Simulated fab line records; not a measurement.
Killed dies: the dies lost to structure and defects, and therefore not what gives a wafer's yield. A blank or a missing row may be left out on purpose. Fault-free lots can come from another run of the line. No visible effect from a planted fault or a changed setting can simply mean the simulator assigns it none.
Which tool did it? ; flow n5 finfet ; route of 1938 steps, sampled at 1 step: 12 lots, 36 wafers

WHAT THE GAUGES READ, wafer by wafer
N5_BEOL_M7_CD_MEAS_18: pitch 80 nm, target cd 40 nm.
lot;measured;on;cd nm (nm)
L075;day 9 23:35;cd sem-01;40.0 40.4 39.6
L079;day 10 19:01;cd sem-03;39.9 40.0 39.4
L078;day 11 06:19;cd sem-03;39.9 39.4 39.9
L082;day 12 01:07;cd sem-03;39.4 39.8 39.1
L084;day 12 06:43;cd sem-03;39.8 39.5 39.6
L085;day 13 09:52;cd sem-02;40.3 40.4 40.7
L088;day 13 13:17;cd sem-02;39.8 40.2 40.0
L090;day 13 17:52;cd sem-02;40.1 40.0 40.9
L091;day 14 15:04;cd sem-01;39.9 40.3 39.7
L093;day 14 15:43;cd sem-02;40.3 40.0 39.8
L095;day 15 01:24;cd sem-03;39.4 39.1 38.6
L097;day 16 04:11;cd sem-01;40.2 39.6 40.3

TOOL THAT RAN EACH LOT (tool first, then ch and the chambers of the sampled wafers, then the start)
No process step before these readings appears in the record.

THE ANSWER, worked out from the rows above alone
Rule: the usual values come from the lots themselves. Put in order of their means at a reading, lots are off if they are a third of the lots or fewer, leave a main group of 4 or more, and stand apart from it by a gap of 3 or more times the standard deviation of the main group's means; of several such gaps the widest counts. A main group whose means are all the same, to the digits that the tables above print for the reading, isn't used. A lot without any number at a reading at which 4 lots or more have one is off too. Where the step has rows for the other lots, those lots are counted as sound.
No lot is off on any of the readings shown, so nothing can be concluded from this.

WHAT THE SIMULATOR HAD PUT IN
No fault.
